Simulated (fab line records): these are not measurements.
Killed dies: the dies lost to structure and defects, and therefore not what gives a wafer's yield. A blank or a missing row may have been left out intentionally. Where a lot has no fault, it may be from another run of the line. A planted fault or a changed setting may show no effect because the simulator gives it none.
Comparing a struck lot with a sound one    flow n5_finfet    27 out of 1938 route steps
Sound: wafers L681.1, L681.2, L681.4. The struck wafers were L674.1, L674.3, L674.6. At the end, the cause is stated.
Order at every step that has rows: each side's tool, ch and its chambers, its first start. Under that, the readings that differ: sound wafers    struck wafers    difference of the means    sigmas: that difference in standard deviations of wafers without a fault.
alike: readings whose means differ by less than 2 such deviations, and words and numbers that are the same on both sides. not compared: withheld readings, readings that some wafer has no value for, bounds like >300 that may hide the same value, and numbers for which the record gives no deviation and whose values overlap.
A row with sigmas, a row that says differs or no value, or rows on one side alone: a step with any of these is where the two part. Non-overlapping numbers with no deviation appear without sigmas and do not part them. A reading missing from all wafers of one side parts the sides only when that side holds two or more wafers.

first, 8 steps without rows for these wafers: N5_BEOL_M0_CMP_120 (polishes, stops on SiOC, t overpolish 6.9 s); N5_BEOL_M0_PRE_CLEAN_131 (time 15 s); N5_BEOL_M0_CO_CAP_123 (material Co, precursor CCTBA/H2, target thk 2 nm, time 102.1 s); N5_BEOL_M0_PRE_CLEAN_124 (time 15 s); N5_BEOL_M0_DEP_125 (deposits SiCN from 3MS/NH3, target thk 8 nm, time 14 s); N5_BEOL_M1_ILD_DEP_00 (deposits SiOC from DEMS/O2, target thk 79 nm, time 15.3 s); N5_BEOL_M1_PECVD_72 (deposits SiO2 from TEOS/O2, target thk 16 nm, time 18 s); N5_BEOL_M1_HM_DEP_02 (deposits TiN, target thk 20 nm).
N5_BEOL_M1_COAT_61: time 60 s, resist thk 60 nm.
  sound on litho_track-03 ch 0, day 11 12:12; struck on litho_track-05 ch 0, day 9 13:59
reading                                   sound                 struck                difference  sigmas
spin_speed_rpm (rpm)                      1500.3 1500.2 1498.7  1021.7 1021.4 1022.1  -478.0      -99 or more
model.SOC_of_BEOL_M1_COAT_61.thk_nm (nm)  59.8 60 60            72.8 72.6 72.4        +12.7       
then, 11 steps without rows for these wafers: N5_BEOL_M1_COAT_62 (time 60 s, resist thk 12 nm); N5_BEOL_M1_COAT_73 (time 60 s, resist thk 5 nm); N5_BEOL_M1_COAT_05 (resist thk 30 nm); N5_BEOL_M1_EBR_07; N5_BEOL_M1_SOFTBAKE_06 (time 60 s); N5_BEOL_M1_EXPOSE_08 (exposes mask M1); N5_BEOL_M1_PEB_09 (peb time 60 s); N5_BEOL_M1_DEVELOP_10 (develop time 30 s); N5_BEOL_M1_DESCUM_16 (chemistry O2, time 7 s); N5_BEOL_M1_ETCH_74 (etches underlayer in N2/H2, target depth 6.5 nm, time 5.2 s); N5_BEOL_M1_ETCH_63 (etches SiARC in CF4, target depth 15.6 nm, time 26 s).
N5_BEOL_M1_ETCH_64: etches SOC in N2/H2, target depth 75 nm, overetch 15 nm, time 112.5 s.
  sound on rie_diel-03 ch 1,3, day 11 12:47; struck on rie_diel-03 ch 0,1,3, day 9 14:39
reading                   sound              struck             difference  sigmas
model.etch.depth_nm (nm)  59.82 60.01 59.97  72.72 72.58 72.38  +12.63      
  alike: drypump_motor_current_A, h2_flow_sccm, oes_product_au, rf_vpp_V, showerhead_plenum_p_Torr, throttle_valve_pct
  not compared: rf_hours_counter_h
then, 3 steps without rows for these wafers: N5_BEOL_M1_STRIP_65 (strips in N2/H2); N5_BEOL_M1_STRIP_75 (strips in N2/H2); N5_BEOL_M1_STRIP_66 (strips in CF4).
N5_BEOL_M1_HM_OPEN_17: chemistry Cl2/BCl3, target TiN, target depth 20 nm, overetch 6 nm.
  sound on rie_metal-01 ch 0,1, day 11 12:58; struck on rie_metal-01 ch 0,1, day 9 14:49
reading                                   sound           struck        difference  sigmas
model.SOC_of_BEOL_M1_COAT_61.thk_nm (nm)  51.8 52.4 52.2  64.6 65 64.2  +12.5       
  alike: drypump_motor_current_A, oes_product_au, throttle_valve_pct
  not compared: rf_hours_counter_h
then, 1 step without rows for these wafers: N5_BEOL_M1_STRIP_19 (strips in O2).
N5_BEOL_M4_RC_MEAS_101:
  sound on prober-01 ch 0, day 13 17:08; struck on prober-01 ch 0, day 11 03:21
  alike: DIBL_N, DIBL_P, IOFF_N, IOFF_P, ION_N, ION_P, SS_N, SS_P, VT_N, VT_P

## WHERE THEY PART
Only at N5_BEOL_M1_COAT_61, as far as this record shows. Later steps at which nothing parts them and some readings are alike: N5_BEOL_M1_ETCH_64, N5_BEOL_M1_HM_OPEN_17, N5_BEOL_M4_RC_MEAS_101.

WHY: whatever the simulator had introduced
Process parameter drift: litho_track-05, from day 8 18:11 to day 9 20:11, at N5_BEOL_M1_COAT_61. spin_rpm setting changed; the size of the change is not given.
